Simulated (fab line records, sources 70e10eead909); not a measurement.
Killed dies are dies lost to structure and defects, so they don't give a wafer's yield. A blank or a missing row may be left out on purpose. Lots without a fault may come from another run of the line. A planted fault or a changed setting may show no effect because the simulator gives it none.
Chamber matching | flow nand_harc | NHARC_A_CHANNEL_FILL_D2_ALD_02 on ald_hk-02: 4 sister chambers
The step deposits SiO2, target thk 6 nm, pulse time 10 s, ald cycles 60. 4 wafers are shown with their chamber, then 11 later ones without.

WAFERS WITH THEIR CHAMBER
wafer  | chamber | heater_power_w (W)
L087.5 | 0       | 389
L085.2 | 3       | 460
L085.5 | 2       | 414
L086.1 | 1       | 528

WAFERS WITHOUT THEIR CHAMBER
wafer  | heater_power_w (W)
L086.3 | 392
L086.6 | 546
L088.2 | 461
L088.3 | 537
L088.6 | 542
L089.2 | 548
L089.3 | 462
L089.4 | 407
L091.2 | 399
L091.5 | 547
L091.6 | 395

WHICH CHAMBER EACH WENT THROUGH
wafer  | from the rows above     | in truth
L086.3 | can't be placed: 0 or 2 | 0
L086.6 | 1                       | 1
L088.2 | 3                       | 3
L088.3 | 1                       | 1
L088.6 | 1                       | 1
L089.2 | 1                       | 1
L089.3 | 3                       | 3
L089.4 | can't be placed: 2 or 0 | 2
L091.2 | can't be placed: 0 or 2 | 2
L091.5 | 1                       | 1
L091.6 | can't be placed: 0 or 2 | 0
Placed correctly: 7 of 11. Can't be placed from these rows: 4 (the true chamber is among the candidates in 4). Placed wrongly: 0.
How it was worked out, from the rows above alone: a wafer's distance from a chamber is the root of the sum, over the readings, of the square of ((its reading less the chamber's mean) divided by the reading's scatter). The wafer belongs to the nearest chamber; if the next one is less than 2 further off, it can't be placed. A chamber's mean is the mean of its shown wafers. The scatter: with one shown wafer a chamber, the root of the mean of the squares of how far each hidden wafer lies from its nearest shown one.
